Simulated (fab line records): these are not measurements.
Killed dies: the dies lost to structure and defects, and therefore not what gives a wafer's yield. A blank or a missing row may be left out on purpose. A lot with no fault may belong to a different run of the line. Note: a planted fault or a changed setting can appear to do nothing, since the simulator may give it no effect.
Comparing a struck lot with a sound one | flow n5Finfet | 16 steps out of a route of 1938
Sound: wafers L800.1, L800.2, L800.6. Wafers L807.4, L807.5, L807.6 were the ones struck. At the end, the cause is stated.
For every step that has rows: the tool of each side, followed by ch and its chambers, followed by its first start. Under that, the readings that differ: sound wafers | struck wafers | difference of the means | sigmas: that difference in standard deviations of wafers without a fault.
alike: words and numbers the same on both sides, and readings whose means are apart by under 2 such deviations; not compared: readings that were withheld, readings missing a value for some wafer, numbers with overlapping values and no deviation given by the record, and bounds like >300 which may hide the same value.
A row with sigmas, a row that says differs or no value, or rows on one side alone: a step with any of these is where the two part. Non-overlapping numbers with no deviation appear without sigmas and do not part them. A reading missing from all wafers of one side parts the sides only when that side holds two or more wafers.

first, 6 steps without rows for these wafers: N5_BEOL_M3_COAT_22 (resist thk 30 nm); N5_BEOL_M3_EBR_24; N5_BEOL_M3_SOFTBAKE_23 (time 60 s); N5_BEOL_M3_EXPOSE_25 (exposes mask V2, defocus 5 nm); N5_BEOL_M3_PEB_26 (peb time 60 s); N5_BEOL_M3_DEVELOP_27 (develop time 30 s).
N5_BEOL_M3_CD_MEAS_28: target cd 25.7 nm, target cd y 23.3 nm.
  sound on cdSem-03 ch 0, day 10 01:20; struck on cdSem-02 ch 0, day 11 18:17
  alike: cdNm
N5_BEOL_M3_OVL_MEAS_29:
  sound on overlay-01 ch 0, day 10 01:22; struck on overlay-02 ch 0, day 11 18:20
  alike: V2_OVL
N5_BEOL_M3_INSPECT_30: inspects for defects (brightfield).
  sound: defectInspect-02 at day 10 01:25; struck: defectInspect-01 at day 11 18:23
  alike: rawDefectCount
N5_BEOL_M3_DESCUM_33: chemistry O2, time 7 s.
  sound on rieDiel-03 ch 1,2,3, day 10 01:28; struck on rieDiel-03 ch 0,2,3, day 11 19:08
  alike: drypumpMotorCurrentA, oesProductAu, rfVppV, showerheadPlenumPTorr, tempC, throttleValvePct
  not compared: rfHoursCounterH
N5_BEOL_M3_ETCH_77: etches underlayer in N2/H2, target depth 6.5 nm, time 5.2 s.
  sound on rieDiel-03 ch 1,2,3, day 10 01:29; struck on rieDiel-03 ch 0,2,3, day 11 19:11
  alike: drypumpMotorCurrentA, etchRfOnTimeS, oesProductAu, rfVppV, showerheadPlenumPTorr, throttleValvePct
  not compared: rfHoursCounterH
N5_BEOL_M3_ETCH_69: etches SiARC in CF4, target depth 15.6 nm, time 26 s.
  sound on rieDiel-03 ch 1,2,3, day 10 01:31; struck on rieDiel-03 ch 0,2,3, day 11 19:11
  alike: drypumpMotorCurrentA, etchRfOnTimeS, oesProductAu, rfVppV, showerheadPlenumPTorr, throttleValvePct
  not compared: rfHoursCounterH
N5_BEOL_M3_ALD_98: deposits SiO2, target thk 2.5 nm, pulse time 1 s, co reactant pulse time 1 s.
  sound on aldSin-01 ch 1,2,3, day 10 01:35; struck on aldSin-01 ch 0,1,2, day 11 19:17
  no value came back on the struck wafers for aldCycles, chamberPressureTorr (Torr), heaterPowerW (W), precursorPulseHeightRel; on the sound wafers aldCycles reads 17 17 17
N5_BEOL_M3_ETCHBACK_99: etches SiO2 in CHF3, target depth 5 nm, time 10.4 s.
  sound on rieDiel-02 ch 0,1,3, day 10 05:50; struck on rieDiel-03 ch 0,3, day 12 02:14
  alike: drypumpMotorCurrentA, oesProductAu, rfVppV, showerheadPlenumPTorr, throttleValvePct
  not compared: rfHoursCounterH
N5_BEOL_M4_RC_MEAS_101:
  sound on prober-02 ch 0, day 10 20:58; struck on prober-02 ch 0, day 12 14:25
  alike: DIBL_N, DIBL_P, IOFF_N, IOFF_P, ION_N, ION_P, SS_N, SS_P, VT_N, VT_P
-- record jumps: 4 days separate the struck wafers' starts on either side; left off in module BEOL_M4, taken up again in module PASSIVATION, whose first shown step is the route's number 1936 --
N5_PASSIVATION_PROBE_49:
  sound: prober-02 at day 15 00:17; struck: prober-01 at day 16 22:57
  alike: defectLimitedYield, killed_at_M0_to_M3, killed_at_M4_up, killedAtContacts, killedAtFrontEnd, killedAtOther, killedDies, killedOpen, killedShort, sort_bin_5_function, sort_bin_6_memory, sortNPass, sortYieldPct

WHERE THEY PART
N5_BEOL_M3_ALD_98 only, going by this record. Later steps at which nothing parts them and some readings are alike: N5_BEOL_M3_ETCHBACK_99, N5_BEOL_M4_RC_MEAS_101, N5_PASSIVATION_PROBE_49.

WHY: what had been put in by the simulator
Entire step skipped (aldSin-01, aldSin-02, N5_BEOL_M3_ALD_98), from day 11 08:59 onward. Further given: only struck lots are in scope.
